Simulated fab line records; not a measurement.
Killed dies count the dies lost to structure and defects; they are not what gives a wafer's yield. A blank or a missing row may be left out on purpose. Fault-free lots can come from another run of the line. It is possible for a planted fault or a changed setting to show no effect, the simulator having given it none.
Split-lot trial ; flow n5-finfet ; 7 lots, 21 wafers read, on a route of 1938 steps

ON THE SPLIT
At N5_SDB_CUT_ETCH_26 (etches Si in HBr/Cl2/O2, target depth 129.6 nm, bt time 20 s, time 51.8 s), the setting icp-w was moved away from the recipe's 800 W on 6 of the 21 wafers read, by -10.5% to +17.9%. For the rest of the wafers, this setting stayed at what the recipe calls for.

The split's own step is where the reading is taken.

THE READING
SDB.feature-depth-nm (the simulator's own value, which no gauge read), in nm, at N5_SDB_CUT_ETCH_26 (etches Si in HBr/Cl2/O2, target depth 129.6 nm, bt time 20 s, time 51.8 s). The file gives no usual value for it. Across the 15 wafers here that went through the recipe, the average is 129.7 nm and the standard deviation 1.4 nm.

wafer;tool, chamber at the split;icp-w as run, W;against the recipe;SDB.feature-depth-nm, nm;against lot-mates on the recipe
L075.2;rie-si-02, 3;893.3;+11.7%;134.2;+7.2
L075.3;rie-si-02, 1;893.3;+11.7%;135.2;+8.2
L075.4;rie-si-02, 3;800;recipe;127;-
L080.1;rie-si-04, 0;943.3;+17.9%;140.4;+10.5
L080.2;rie-si-04, 3;800;recipe;130.4;-
L080.6;rie-si-04, 1;800;recipe;129.4;-
L084.1;rie-si-01, 1;800;recipe;131;-
L084.2;rie-si-01, 3;800;recipe;129.2;-
L084.6;rie-si-01, 0;800;recipe;129.6;-
L085.1;rie-si-01, 1;800;recipe;131.4;-
L085.3;rie-si-01, 0;800;recipe;130.4;-
L085.4;rie-si-01, 3;800;recipe;130.6;-
L088.1;rie-si-02, 3;800;recipe;126.4;-
L088.2;rie-si-02, 0;800;recipe;128.8;-
L088.3;rie-si-02, 2;800;recipe;128.6;-
L091.2;rie-si-01, 2;800;recipe;131.2;-
L091.3;rie-si-01, 1;715.6;-10.5%;125.2;-6.0
L091.4;rie-si-01, 3;715.6;-10.5%;123.6;-7.6
L092.2;rie-si-04, 0;899.7;+12.5%;135.8;+5.2
L092.4;rie-si-04, 3;800;recipe;131;-
L092.6;rie-si-04, 3;800;recipe;130.2;-

THE FIT
A straight line over all 21 wafers: SDB.feature-depth-nm changes by +0.512 nm for each +1% of icp-w; r = +0.93; the points scatter about the line by 1.4 nm.
The same after taking each lot's own level away (the mean of its wafers on the recipe; 21 wafers): +0.596 nm for each +1%; r = +0.98; scatter 0.89 nm.
On that fit, the largest move of icp-w shifts the reading by 11 nm.
From 127.00 to 131.20 nm: that is the span of the lots' own levels, equal to 2.9 times the standard deviation above.
So the slope is not independent of the lot-to-lot level: the two fits are not the same.
Check: with one of the wafers moved furthest among these (+17.9%) left out of the fit, the line predicts +10.6 nm for it against its lot-mates. It came out at +10.5 nm against them.

ADDITIONAL SPLITS CARRIED BY THESE WAFERS
Before the reading, these wafers also passed through other splits. Each is held against what the fit with the lots' levels taken away leaves over:
other split on the same wafers;wafers away from the commonest value;r with SDB.feature-depth-nm (lot level and that fit taken away)
N5_DUMMY_GATE_COAT_28 spin-rpm;5;-0.23
N5_SD_EPI_N_PEB_07 peb-time-s;9;+0.00

THE WHOLE CHAIN: every reading that the file lists as answering this split, in the file's order
step;what it does;reading;change (the file's fit);r (the file's)
N5_SDB_CUT_ETCH_26;etches Si in HBr/Cl2/O2, target depth 129.6 nm, bt time 20 s, time 51.8 s;etch.depth-nm (the simulator's own value, which no gauge read);+0.575 nm for each +1% of the setting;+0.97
N5_SDB_CUT_ETCH_26;etches Si in HBr/Cl2/O2, target depth 129.6 nm, bt time 20 s, time 51.8 s;SDB.feature-depth-nm (the simulator's own value, which no gauge read);+0.573 nm for each +1% of the setting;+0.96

THE FILE'S OWN FIT
SDB.feature-depth-nm changes by +0.573 nm for each +1% of icp-w, r = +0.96.
